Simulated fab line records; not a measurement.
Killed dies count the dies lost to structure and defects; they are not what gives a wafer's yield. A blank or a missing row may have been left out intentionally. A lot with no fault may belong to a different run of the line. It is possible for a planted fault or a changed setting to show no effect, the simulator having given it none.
fab line records + flow n5Finfet
record:
- lots: 4
- wafers: 12
- lastDay: 17
route steps=1938 shown BEOL_M1@799 BEOL_M4@1111 PASSIVATION@1936
lots untouched by any fault: they come from a run of this same line in which no faults occurred
startH: the number of hours between the record's first day and the start of the first shown wafer of the lot + waitH: hours since the lot's step before + " unchanged from the row above + L1.1+2: a single row standing in for several wafers + - either no value or no given start + * or withheld: withheld + < > ~ a bound
route shown NAME@n: names a module that has steps shown in the file, with the first one's number in the route + usual: the fault-free wafers' mean and standard deviation + same: alike in all rows + chamber/n: place in a boat + sites: each site's reading + _std_site: their standard deviation + _edge_site: inner sites' mean taken away from outer sites' mean + radiusMm: how far each site lies from the wafer's centre + mask NAME#n: copy n + behind: the tool/chamber that last shaped the wafer + hold: the reason the lot was held/the length of the hold in hours/how it ended + device: which transistor (n, p or np) failed to switch + end of line: tests of these same wafers at the route's end + a step without rows: its recipe alone + killed: at the first sort, the dies lost to defects and structure; wafer yield is something else + map: a wafer's dies, marking killed ones x, the rest . and places with no die _
set.NAME: the setting the step ran with; set.NAME@STEP: the setting that earlier step ran with + model.NAME: the simulator's own value behind a step, which no gauge read
lots seen at some steps along the route; tables by step, rows by wafer
services: when a tool's chamber went out of use (startH, in hours from the record's first day, below 0 if earlier), for how many hours, and the reason
== steps ==
step: N5_BEOL_M1_STRIP_36
recipe:
- chemistry: N2/H2
- powerW: 450
- tempC: 40
- pressureMtorr: 20
- rfFrequencyHz: 6e+07
- overashFraction: 0.3
- biasPowerW: 7
- h2Frac: 0.5
- n2FlowSccm: 200
- h2FlowSccm: 200
step: N5_BEOL_M1_TRENCH_ETCH_37
recipe:
- chemistry: C4F6/O2
- targetDepthA: 552.07
- target: SiOC
- timeS: 29
- ionEnergyEv: 250
- pressureMtorr: 30
- sourceW: 355
- biasW: 185
- Ar_flow_sccm: 300
- C4F6_flow_sccm: 10
- O2_flow_sccm: 10
step: N5_BEOL_M1_ETCH_41
recipe:
- chemistry: CH3F/O2
- target: SiCN
- targetDepthA: 319
- taperDeg: 2
- timeS: 57.8
- ionEnergyEv: 120
- maskMaterial: TiN
- pressureMtorr: 30
- sourceW: 395
- biasW: 75
- Ar_flow_sccm: 150
- CH3F_flow_sccm: 30
- O2_flow_sccm: 20
step: N5_BEOL_M1_STRIP_97
recipe:
- chemistry: N2/H2
- timeS: 10
- powerW: 450
- tempC: 40
- pressureMtorr: 20
- rfFrequencyHz: 6e+07
- biasPowerW: 7
- n2FlowSccm: 200
- h2FlowSccm: 200
step: N5_BEOL_M1_HM_STRIP_39
recipe:
- chemistry: peroxideTinStrip
- material: TiN
- targetDepthA: 250
- tempC: 50
- timeS: 158
step: N5_BEOL_M1_SRD_40
recipe:
- timeS: 30
- tempC: 23
- rinseLiquid: diw
- dry: ipaMarangoni
step: N5_BEOL_M1_PRECLEAN_42
recipe:
- chemistry: residueRemover
- timeS: 60
- tempC: 40
step: N5_BEOL_M1_SRD_43
recipe:
- timeS: 30
- tempC: 23
- rinseLiquid: diw
- dry: ipaMarangoni
step: N5_BEOL_M1_DEGAS_44
recipe:
- ambient: vacuum
- tempC: 250
- timeS: 60
step: N5_BEOL_M1_PRE_CLEAN_45
recipe:
- gas: H2/He
- timeS: 30
- tempC: 250
step: N5_BEOL_M1_ALD_84
recipe:
- material: TaN
- targetThkA: *
- tempC: 275
- aldPrecursorFamily: PDMAT
- aldCoReactant: NH3
- pressureTorr: 3
- carrierFlowSccm: 1500
- pulseTimeS: 2
- purgeTimeS: 3
- coReactantPurgeTimeS: 2
- coReactantPulseTimeS: 3
- aldCycles: 30
- precursorVesselTempC: 75
- precursorVesselPressureTorr: 26.25
- precursorVesselCarrierSccm: 1000
usual:
- aldCycles: 30/0
- heaterPowerW: 417/50
- precursorVesselCarrierSccm: 999.9/2.9
- precursorVesselTempC: 74.99/0.14
same:
- coReactantPurgeTimeS: 2
| lot.wafer | tool        | chamber | startH | waitH | aldCycles | heaterPowerW | precursorVesselCarrierSccm | precursorVesselTempC | model.TaN_of_BEOL_M1_ALD_84.thkNm |
|-----------|-------------|---------|--------|-------|-----------|--------------|----------------------------|----------------------|-----------------------------------|
| L400.1    | aldMetal-03 | 2       | 164.07 | 0.2   | 30        | 383          | 997.5                      | 74.92                | *                                 |
| L400.2    | "           | 0       | "      | "     | 30        | 428          | 1002.2                     | 74.95                | *                                 |
| L400.6    | "           | 1       | "      | "     | 30        | 423          | 996.6                      | 75.22                | *                                 |
| L407.1    | aldMetal-03 | 1       | 212.09 | 0.0   | 30        | 411          | 1000.4                     | 75.02                | *                                 |
| L407.3    | "           | 2       | "      | "     | 30        | 380          | 997.9                      | 74.92                | *                                 |
| L407.4    | "           | 0       | "      | "     | 17        | 435          | 997.6                      | 75.19                | *                                 |
| L408.3    | aldMetal-03 | 1       | 215.23 | 0.0   | 30        | 416          | 1000.2                     | 74.88                | *                                 |
| L408.4    | "           | 0       | "      | "     | 17        | 432          | 994.2                      | 75.08                | *                                 |
| L408.5    | "           | 3       | "      | "     | 30        | 409          | 997.8                      | 75.09                | *                                 |
| L415.2    | aldMetal-01 | 1       | 246.34 | 0.1   | 30        | 395          | 998.0                      | 75.08                | *                                 |
| L415.5    | "           | 3       | "      | "     | 30        | 416          | 994.4                      | 75.06                | *                                 |
| L415.6    | "           | 0       | "      | "     | 30        | 506          | 1000.9                     | 74.99                | *                                 |
step: N5_BEOL_M1_SURFACE_TREAT_85
recipe:
- gas: Ar
- timeS: *
- ionEnergyEv: *
- ionCurrentMaCm2: 0.5
- pressureMtorr: *
- arFlowSccm: 30
step: N5_BEOL_M1_CVD_47
recipe:
- material: Co
- targetThkA: 30
- tempC: withheld
- precursor: CCTBA/H2
- pressureTorr: 30
- timeS: 223.8
step: N5_BEOL_M1_SPUTTER_48
recipe:
- material: Cu
- targetThkA: 45
- tempC: -20
- chamberPressurePa: 0.07
- powerW: withheld
- timeS: 8.29
step: N5_BEOL_M1_ANNEAL_49
recipe:
- tempC: 400
- timeS: 240
- ambient: vacuum
step: N5_BEOL_M1_SPUTTER_79
recipe:
- material: Cu
- targetThkA: 45
- tempC: -20
- chamberPressurePa: 0.07
- powerW: withheld
- timeS: 8.29
step: N5_BEOL_M1_ANNEAL_80
recipe:
- tempC: 400
- timeS: 240
- ambient: vacuum
step: N5_BEOL_M1_SPUTTER_81
recipe:
- material: Cu
- targetThkA: 45
- tempC: -20
- chamberPressurePa: 0.07
- powerW: withheld
- timeS: 8.29
step: N5_BEOL_M1_ANNEAL_82
recipe:
- tempC: 400
- timeS: 240
- ambient: vacuum
step: N5_BEOL_M1_SPUTTER_86
recipe:
- material: Cu
- targetThkA: 45
- tempC: -20
- chamberPressurePa: 0.07
- powerW: withheld
- timeS: 8.29
step: N5_BEOL_M1_ANNEAL_87
recipe:
- tempC: 400
- timeS: 240
- ambient: vacuum
step: N5_BEOL_M1_SPUTTER_88
recipe:
- material: Cu
- targetThkA: 45
- tempC: -20
- chamberPressurePa: 0.07
- powerW: withheld
- timeS: 8.29
step: N5_BEOL_M1_ANNEAL_89
recipe:
- tempC: 400
- timeS: 240
- ambient: vacuum
step: N5_BEOL_M1_SPUTTER_90
recipe:
- material: Cu
- targetThkA: 45
- tempC: -20
- chamberPressurePa: 0.07
- powerW: withheld
- timeS: 8.29
step: N5_BEOL_M1_ANNEAL_91
recipe:
- tempC: 400
- timeS: 240
- ambient: vacuum
step: N5_BEOL_M1_SPUTTER_92
recipe:
- material: Cu
- targetThkA: 45
- tempC: -20
- chamberPressurePa: 0.07
- powerW: withheld
- timeS: 8.29
step: N5_BEOL_M1_ANNEAL_93
recipe:
- tempC: 400
- timeS: 240
- ambient: vacuum
step: N5_BEOL_M1_SPUTTER_94
recipe:
- material: Cu
- targetThkA: 45
- tempC: -20
- chamberPressurePa: 0.07
- powerW: withheld
- timeS: 8.29
step: N5_BEOL_M1_ANNEAL_95
recipe:
- tempC: 400
- timeS: 240
- ambient: vacuum
step: N5_BEOL_M1_SPUTTER_96
recipe:
- material: Cu
- targetThkA: 45
- tempC: -20
- chamberPressurePa: 0.07
- powerW: withheld
- timeS: 8.29
step: N5_BEOL_M1_ECD_50
recipe:
- material: Cu
- targetThkA: 3000
step: N5_BEOL_M1_ANNEAL_51
recipe:
- tempC: 225
- timeS: 90
- ambient: N2
step: N5_BEOL_M1_CMP_52
recipe:
- stopOn: SiOC
- tOverpolishS: 6.8
- downForcePsi: 1
- platenRpm: 50
- clearingPlatenDownForcePsi: 1.5
- clearingPlatenRpm: 50
- postCmpClean: cuAlkaline
- targetThkNm: 40
- clearingPlatenPadVelocityMS: 0.99484
- padVelocityMS: 0.99484
step: N5_BEOL_M1_PRE_CLEAN_60
recipe:
- gas: NH3/H2
- timeS: 15
- tempC: *
- rfPowerW: 300
step: N5_BEOL_M1_CO_CAP_55
recipe:
- material: Co
- targetThkA: 20
- tempC: 200
- precursor: CCTBA/H2
- pressureTorr: 30
- timeS: 102.1
step: N5_BEOL_M1_PRE_CLEAN_56
recipe:
- gas: NH3
- timeS: 15
- tempC: withheld
- rfPowerW: 300
step: N5_BEOL_M1_DEP_57
recipe:
- material: SiCN
- targetThkA: 80
- tempC: withheld
- precursor: 3MS/NH3
- pressureTorr: 3
- rfW: 202
- timeS: 14
step: N5_BEOL_M4_RC_MEAS_101
usual:
- CHAIN_V0: 238/8.1
- CHAIN_V0_max_site: 247/8.7
- COMB_M1: 5.9e-11/1.3e-11
- COMB_M1_max_site: 8.5e-11/2e-11
- DIBL_N: 35.8/1.5
- DIBL_P: 35.8/1.7
- IOFF_N: 0.151/0.022
- IOFF_P: 0.204/0.027
- ION_N: 673/8.6
- ION_P: 462/5.4
- SERP_M1: 196/14
- SERP_M1_max_site: 207/16
- SS_N: 71.4/0.54
- SS_P: 73.3/0.56
- VT_N: 250.5/2.6
- VT_P: -251/3.1
| lot.wafer | tool      | chamber | startH | waitH | CHAIN_V0[ohm/link] | CHAIN_V0_max_site[ohm/link] | COMB_M1[S/m] | COMB_M1_max_site[S/m] | DIBL_N[mV/V] | DIBL_P[mV/V] | IOFF_N[nA/um] | IOFF_P[nA/um] | ION_N[uA/um] | ION_P[uA/um] | SERP_M1[ohm/um] | SERP_M1_max_site[ohm/um] | SS_N[mV/dec] | SS_P[mV/dec] | VT_N[mV] | VT_P[mV] |
|-----------|-----------|---------|--------|-------|--------------------|-----------------------------|--------------|-----------------------|--------------|--------------|---------------|---------------|--------------|--------------|-----------------|--------------------------|--------------|--------------|----------|----------|
| L400.1    | prober-02 | 0       | 205.05 | 0.0   | 246                | 251                         | 6.2e-11      | 7.1e-11               | 35.7         | 35.5         | 0.147         | 0.219         | 674          | 469          | 203             | 218                      | 71.6         | 73.5         | 250.2    | -248     |
| L400.2    | "         | 0       | "      | "     | 242                | 255                         | 6.5e-11      | 9.1e-11               | 34.8         | 35.3         | 0.128         | 0.222         | 651          | 465          | 199             | 211                      | 71.6         | 73.3         | 251.7    | -247     |
| L400.6    | "         | 0       | "      | "     | 253                | 260                         | 4.5e-11      | 6.2e-11               | 34.8         | 34.8         | 0.132         | 0.216         | 675          | 472          | 207             | 216                      | 71.3         | 72.5         | 251.0    | -250     |
| L407.1    | prober-01 | 0       | 253.81 | 0.0   | 234                | 241                         | 4.3e-11      | 8.4e-11               | 36.6         | 35.3         | 0.144         | 0.202         | 678          | 463          | 173             | 184                      | 71.6         | 73.7         | 251.8    | -252     |
| L407.3    | "         | 0       | "      | "     | 227                | 234                         | 5.6e-11      | 8.8e-11               | 39.1         | 36.9         | 0.185         | 0.237         | 683          | 468          | 169             | 180                      | 72.3         | 74.1         | 247.3    | -249     |
| L407.4    | "         | 0       | "      | "     | 164                | 173                         | 3.71e-10     | 6.48e-10              | 38.2         | 36.6         | 0.177         | 0.227         | 679          | 468          | 148             | 158                      | 71.8         | 74.1         | 248.8    | -250     |
| L408.3    | prober-01 | 0       | 259.96 | 0.3   | 233                | 247                         | 6.2e-11      | 8.5e-11               | 34.0         | 35.2         | 0.128         | 0.161         | 663          | 454          | 191             | 198                      | 70.6         | 72.3         | 252.8    | -256     |
| L408.4    | "         | 0       | "      | "     | 165                | 169                         | 4.21e-10     | 5.93e-10              | 35.8         | 37.3         | 0.150         | 0.193         | 676          | 463          | 145             | 151                      | 70.7         | 73.2         | 250.3    | -252     |
| L408.5    | "         | 0       | "      | "     | 230                | 241                         | 6.2e-11      | 8e-11                 | 35.7         | 37.8         | 0.153         | 0.201         | 676          | 461          | 177             | 182                      | 70.9         | 73.3         | 248.8    | -253     |
| L415.2    | prober-02 | 0       | 296.78 | 0.2   | 242                | 256                         | 5.4e-11      | 8.6e-11               | 39.0         | 39.5         | 0.177         | 0.281         | 683          | 472          | 207             | 227                      | 71.6         | 72.7         | 249.9    | -244     |
| L415.5    | "         | 0       | "      | "     | 243                | 253                         | 6.2e-11      | 7.5e-11               | 37.3         | 36.9         | 0.148         | 0.249         | 669          | 464          | 195             | 205                      | 71.5         | 73.5         | 251.0    | -245     |
| L415.6    | "         | 0       | "      | "     | 248                | 256                         | 5e-11        | 6.7e-11               | 37.9         | 36.9         | 0.151         | 0.234         | 670          | 468          | 202             | 217                      | 72.2         | 73.4         | 253.8    | -246     |
sites CHAIN_V0 radiusMm=0,75,75,75,75,140,140,140,140
L400.1 242 243 246 247 231 248 251 243 250
L407.1 240 233 241 231 239 236 226 223 234
L408.3 235 229 235 231 247 229 233 229 238
L415.2 249 242 255 251 238 235 241 256 240
sites COMB_M1 radiusMm=0,75,75,75,75,140,140,140,140
L400.1 3.5e-11 6.9e-11 5e-11 6.8e-11 7.1e-11 6.2e-11 6.1e-11 6.3e-11 4.4e-11
L407.1 3.5e-11 8.4e-11 3.8e-11 5.6e-11 4.3e-11 4.7e-11 4.4e-11 3.4e-11 2.6e-11
L408.3 4.5e-11 8e-11 4.8e-11 5.5e-11 7.5e-11 6.2e-11 5.6e-11 7.5e-11 8.5e-11
L415.2 5.1e-11 6.6e-11 5.8e-11 4.9e-11 5.4e-11 8.6e-11 6.3e-11 5.3e-11 5.3e-11
sites SERP_M1 radiusMm=0,75,75,75,75,140,140,140,140
L400.1 198 199 204 203 190 208 213 200 218
L407.1 180 178 184 173 184 168 166 161 169
L408.3 184 186 189 191 197 186 197 191 198
L415.2 207 202 213 208 197 196 214 227 204
step: N5_PASSIVATION_PROBE_49
usual:
- defectLimitedYield: 91.3/1.4
- killed_at_M0_to_M3: 33/10
- killed_at_M4_up: 15/6.1
- killedAtContacts: 12/6.7
- killedAtFrontEnd: 39/11
- killedAtOther: 4/3.3
- killedDies: 103/16
- killedOnRim: 14/4
- killedOpen: 68/12
- killedShort: 34/7.2
- sort_bin_4_leakage: 0/0
- sort_bin_5_function: 5.1/0.88
- sort_bin_6_memory: 3.3/0.67
- sortNPass: 1077/16
- sortYieldPct: 91.3/1.4
same:
- grossDies: 1180
- killedAtBackSide: 0
- sort_bin_8_speed[%]: 0
| lot.wafer | tool      | chamber | startH | waitH | defectLimitedYield[%] | killed_at_M0_to_M3 | killed_at_M4_up | killedAtContacts | killedAtFrontEnd | killedAtOther | killedDies | killedOnRim | killedOpen | killedShort | sort_bin_4_leakage[%] | sort_bin_5_function[%] | sort_bin_6_memory[%] | sortNPass | sortYieldPct[%] |
|-----------|-----------|---------|--------|-------|-----------------------|--------------------|-----------------|------------------|------------------|---------------|------------|-------------|------------|-------------|-----------------------|------------------------|----------------------|-----------|-----------------|
| L400.1    | prober-02 | -       | 317.48 | 0.0   | 92.6                  | 22                 | 5               | 7                | 47               | 6             | 87         | 7           | 55         | 31          | 0                     | 4.9                    | 2.4                  | 1093      | 92.6            |
| L400.2    | prober-02 | -       | 317.53 | 0.1   | 89.7                  | 43                 | 12              | 7                | 53               | 6             | 121        | 23          | 81         | 37          | 0                     | 5.7                    | 4.2                  | 1059      | 89.7            |
| L400.6    | prober-02 | -       | 317.73 | 0.3   | 93.3                  | 16                 | 10              | 16               | 35               | 2             | 79         | 15          | 56         | 22          | 0                     | 4.3                    | 2.2                  | 1101      | 93.3            |
| L407.1    | prober-02 | -       | 347.59 | 0.0   | 92.5                  | 20                 | 10              | 22               | 29               | 8             | 89         | 14          | 58         | 29          | 0                     | 4.0                    | 3.2                  | 1091      | 92.5            |
| L407.3    | prober-02 | -       | 347.69 | 0.1   | 92.1                  | 37                 | 12              | 19               | 22               | 3             | 93         | 13          | 67         | 26          | 0                     | 4.6                    | 3.2                  | 1087      | 92.1            |
| L407.4    | prober-02 | -       | 347.74 | 0.2   | 73.2                  | 242                | 17              | 21               | 31               | 5             | 316        | 42          | 80         | 20          | 18.31                 | 5.4                    | 2.9                  | 864       | 73.2            |
| L408.3    | prober-01 | -       | 359.75 | 0.1   | 91.7                  | 38                 | 12              | 6                | 38               | 4             | 98         | 10          | 57         | 39          | 0                     | 5.1                    | 3.0                  | 1082      | 91.7            |
| L408.4    | prober-01 | -       | 359.80 | 0.2   | 72.4                  | 266                | 7               | 16               | 36               | 1             | 326        | 51          | 69         | 38          | 18.39                 | 5.4                    | 3.7                  | 854       | 72.4            |
| L408.5    | prober-01 | -       | 359.85 | 0.2   | 92.8                  | 26                 | 11              | 9                | 36               | 3             | 85         | 11          | 65         | 19          | 0                     | 4.8                    | 2.3                  | 1095      | 92.8            |
| L415.2    | prober-01 | -       | 396.82 | 0.1   | 89.4                  | 41                 | 9               | 20               | 52               | 3             | 125        | 15          | 90         | 31          | 0                     | 6.1                    | 3.9                  | 1055      | 89.4            |
| L415.5    | prober-01 | -       | 396.97 | 0.2   | 90.8                  | 37                 | 11              | 21               | 38               | 2             | 109        | 17          | 77         | 31          | 0                     | 5.5                    | 3.6                  | 1071      | 90.8            |
| L415.6    | prober-01 | -       | 397.02 | 0.3   | 90.1                  | 42                 | 17              | 13               | 44               | 1             | 117        | 16          | 84         | 32          | 0                     | 6.1                    | 3.5                  | 1063      | 90.1            |
killed by level:class
L400.1 STI_FIN_REVEAL:geometricParticle:open=16 FIN_SAQP:geometricParticle:open=6 BEOL_M0_SAQP:geometricParticle:short=6 BEOL_M0_SAQP:geometricParticle:open=6 DUMMY_GATE:geometricParticle:open=5 MOL_CONTACT_COAG:geometricParticle:open=5 BEOL_M3:geometricParticle:open=5 STARTING-WAFER:geometricParticle:short=5
L400.2 BEOL_M0_SAQP:geometricParticle:open=14 STI_FIN_REVEAL:geometricParticle:open=11 DUMMY_GATE:geometricParticle:open=11 BEOL_M0_SAQP:geometricParticle:short=9 FIN_SAQP:geometricParticle:short=8 GATE_CUT:geometricParticle:short=7 BEOL_M3:geometricParticle:open=7 MOL_CONTACT_COAG:geometricParticle:open=5
L400.6 MOL_CONTACT_COAG:geometricParticle:open=16 STI_FIN_REVEAL:geometricParticle:open=10 GATE_CUT:geometricParticle:short=9 BEOL_M0_SAQP:geometricParticle:open=7 FIN_SAQP:geometricParticle:open=5 DUMMY_GATE:geometricParticle:open=3 BEOL_M0_SAQP:geometricParticle:short=3 FIN_SAQP:geometricParticle:short=2
L407.1 MOL_CONTACT_COAG:geometricParticle:open=17 STI_FIN_REVEAL:geometricParticle:open=9 FIN_SAQP:geometricParticle:short=6 FIN_SAQP:geometricParticle:open=5 MOL_CONTACT_COAG:geometricParticle:short=5 BEOL_M0_SAQP:geometricParticle:open=5 PAD_METAL:geometricParticle:open=4 BEOL_M0_SAQP:geometricParticle:short=4
L407.3 MOL_CONTACT_COAG:geometricParticle:open=15 BEOL_M2:geometricParticle:open=15 BEOL_M0_SAQP:geometricParticle:open=7 BEOL_M0_SAQP:geometricParticle:short=7 STI_FIN_REVEAL:geometricParticle:open=4 MOL_CONTACT_COAG:geometricParticle:short=4 BEOL_M4:geometricParticle:open=4 STARTING-WAFER:geometricParticle:open=4
L407.4 M1:areaAld=216 MOL_CONTACT_COAG:geometricParticle:open=17 FIN_SAQP:geometricParticle:open=15 STI_FIN_REVEAL:geometricParticle:open=8 BEOL_M2:geometricParticle:open=7 BEOL_M3:geometricParticle:open=6 BEOL_M4:geometricParticle:open=5 BEOL_M5:geometricParticle:open=5
L408.3 BEOL_M0_SAQP:geometricParticle:short=16 BEOL_M0_SAQP:geometricParticle:open=12 FIN_SAQP:geometricParticle:short=11 STI_FIN_REVEAL:geometricParticle:open=10 MOL_CONTACT_COAG:geometricParticle:open=5 BEOL_M3:geometricParticle:open=5 BEOL_M4:geometricParticle:open=5 FIN_SAQP:geometricParticle:open=4
L408.4 M1:areaAld=217 BEOL_M0_SAQP:geometricParticle:open=14 MOL_CONTACT_COAG:geometricParticle:open=13 BEOL_M3:geometricParticle:open=10 BEOL_M0_SAQP:geometricParticle:short=10 STI_FIN_REVEAL:geometricParticle:open=9 GATE_CUT:geometricParticle:short=6 BEOL_M3:geometricParticle:short=6
L408.5 STI_FIN_REVEAL:geometricParticle:open=12 BEOL_M3:geometricParticle:open=9 MOL_CONTACT_COAG:geometricParticle:open=7 BEOL_M2:geometricParticle:open=7 FIN_SAQP:geometricParticle:short=6 FIN_SAQP:geometricParticle:open=5 STARTING-WAFER:geometricParticle:open=5 BEOL_M1:geometricParticle:open=4
L415.2 STI_FIN_REVEAL:geometricParticle:open=20 MOL_CONTACT_COAG:geometricParticle:open=18 BEOL_M3:geometricParticle:open=15 FIN_SAQP:geometricParticle:open=7 BEOL_M0_SAQP:geometricParticle:open=7 GATE_CUT:geometricParticle:short=6 BEOL_M4:geometricParticle:open=6 BEOL_M2:geometricParticle:open=5
L415.5 MOL_CONTACT_COAG:geometricParticle:open=19 FIN_SAQP:geometricParticle:open=12 BEOL_M3:geometricParticle:open=10 BEOL_M0_SAQP:geometricParticle:open=10 STI_FIN_REVEAL:geometricParticle:open=8 BEOL_M0_SAQP:geometricParticle:short=8 FIN_SAQP:geometricParticle:short=7 BEOL_M4:geometricParticle:open=6
L415.6 BEOL_M3:geometricParticle:open=16 MOL_CONTACT_COAG:geometricParticle:open=12 FIN_SAQP:geometricParticle:open=11 STI_FIN_REVEAL:geometricParticle:open=9 BEOL_M1:geometricParticle:open=8 BEOL_M4:geometricParticle:open=8 FIN_SAQP:geometricParticle:short=7 BEOL_M0_SAQP:geometricParticle:short=7
map L407.4 (x killed, . not)
_________________......x...xx________________
______________..xx....x........x_____________
___________....x.x....xx.xx....x.x.__________
__________x.......x.x..x...xxx..x.xx_________
________.x........x......xx...xx..x..x_______
_______....x..xx...xx......xx.x....x...______
______xxx........x.......x..x.xx..x....._____
_____xxx.x.x.x.....x..........x....x...xx____
____........x.......x..x.xx......x........___
___x.x.x...x.xx....x........xx...x.x....x.x__
___.xxx...x..x..x.x...x..x...x..x........x.__
__...x.x...........xxx....x.....x.x..x......_
__....x........x..x....x......x..xx..x..x..x_
_...x...x..x...x...xx..x....xxx....xx......x.
_..x.xx..x...x.x.xxx...x.......x.xxx.x.......
_xx.x.x..x.x..x.x..x.x........x...x..........
_.............xxx.xx......x.......x....xx....
_.......xx...x..x.x.x...x...xx.......x......x
_.xxx......xxx..x.xx....x......xx.x..xxx....x
_x....x...xxx.......x...x.....x..x.....xxx..x
_.....x......x...xx..x.......x.....x....x....
__.........x..x..xx.x.x..x......x..xx....x.._
__.x.x..xx..x......x...xx...x........xx..x.x_
___..xx..x.x.....x...x...x..x...x...xxxx...__
___x.x.xx..x.x.........x.......xxx..x.x....__
____...x..x...x.x....x..x.......xxx.....xx___
_____.x.x.x...........x...xxx...x...x.x..____
______.x....x....x....x.....x......x...._____
_______.............xx.....x.x....xx...______
________..x.............x..x....x....._______
__________.x..x..x.....xxx........x._________
___________.....x....xx.x....x.....__________
______________.x....x..xx..x..x._____________
_________________x...x.......________________
map L408.4 (x killed, . not)
_________________..x.x.x.x...________________
______________...x.....x........_____________
___________.x........xx..x.....x...__________
__________....x...x..x......x......x_________
________.........xx...x...........x.xx_______
_______...x.....x.x....x......x...x..x.______
______..x..x....x.....xx...x.x....x....._____
_____...x....xx.x.......x....x..x.x.x...x____
____x..x..xx......x....x....x..........xx.___
___x..x.xxx......x.........x...x.....x...x.__
___...xx......xx..x.............x.........x__
__.......xx..x.x..x..x.x....x....xx...x..x.._
__..x..x.......x.x..x.x..........x.....x...._
_xx.xx.xxxxx....x..xx.x.x.x...x.x..........xx
_...x.x....x..x..........x.....x.x......xx...
_xxx.x..xx........x.x...xx.x....xx.x.x.x.x..x
_xx..x.......x.xx.x.......x.x..xxx.......xx..
_xx.....x.xx..x..........x..xxx..x.....x..xxx
_x...x...x.xx.xxx.......x..........x....x....
_xx...........x........x.xx.xxxx..x..x.......
_x...x.....xx.x.x..x......x....x...x.........
__.xx.x....x.x.xx.....x.x........x.....xx..x_
__....x.x.xxx.x........x.....xx....xx......x_
___xx.x.xxx.x...x......xx.x.xxxx.x......x..__
___........x.xx...x..x...x..x...x..x......x__
____....xx........x.xx.x.....x.x...xx..x.x___
_____x..x......x........x.xxxxxxx......xx____
______...xxx....xx..x...x......x.x..x.x._____
_______..x...x..x....x...........x...x.______
________.x....x....x...x..........x..._______
__________.x.....xxx..xx..x......x.._________
___________...xx.x...x.....x.....x.__________
______________x....x...x.x.x...._____________
_________________x.xx.x..x.xx________________
== services ==
| tool        | chamber | startH | hours | kind   |
|-------------|---------|--------|-------|--------|
| aldMetal-01 | 0       | 145.13 | 13.8  | repair |
| aldMetal-03 | 1       | 180.96 | 17.3  | repair |
| aldMetal-01 | -       | 211.38 | 8.7   | pm     |
== key ==
firstSign:
- step: N5_BEOL_M1_ALD_84
- reading: aldCycles
- direction: down
- sigmas: 99+
- usual: *
- struck: *
effect:
- step: N5_BEOL_M4_RC_MEAS_101
- reading: COMB_M1
- direction: up
- sigmas: 26
- usual: 5.9e-11
- struck: 3.96e-10
effect:
- step: N5_BEOL_M4_RC_MEAS_101
- reading: CHAIN_V0
- direction: down
- sigmas: 9.1
- usual: 238
- struck: 164
effect:
- step: N5_BEOL_M4_RC_MEAS_101
- reading: SERP_M1
- direction: down
- sigmas: 3.6
- usual: 196
- struck: 146
effect:
- step: N5_BEOL_M4_RC_MEAS_101
- reading: COMB_M1_max_site
- direction: up
- sigmas: 27
- usual: 8.5e-11
- struck: 6.2e-10
effect:
- step: N5_BEOL_M4_RC_MEAS_101
- reading: CHAIN_V0_max_site
- direction: down
- sigmas: 8.8
- usual: 247
- struck: 171
effect:
- step: N5_BEOL_M4_RC_MEAS_101
- reading: SERP_M1_max_site
- direction: down
- sigmas: 3.4
- usual: 207
- struck: 154
effect:
- step: N5_PASSIVATION_PROBE_49
- reading: sort_bin_4_leakage
- direction: up
- sigmas: 99+
- usual: 0
- struck: 18.35
modelEffect:
- step: N5_BEOL_M1_ALD_84
- value: TaN_of_BEOL_M1_ALD_84.thkNm
- without: *
- struck: *
moreKillsBornAt:
- N5_BEOL_M1_ALD_84@aldMetal-03: 433
metAt N5_BEOL_M1_ALD_84
struckWafers L407.4,L408.4
onsetBetween 164.07 212.09
fault:
- kind: processParameterDrift
- tool: aldMetal-03
- chamber: -
- onsetH: 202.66
- steps: N5_BEOL_M1_ALD_84
- channel: aldCycles
- offset: *
- shape: step
- endH: 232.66
- scope: struckWafersOnly
- actsIn: *
- stated: *
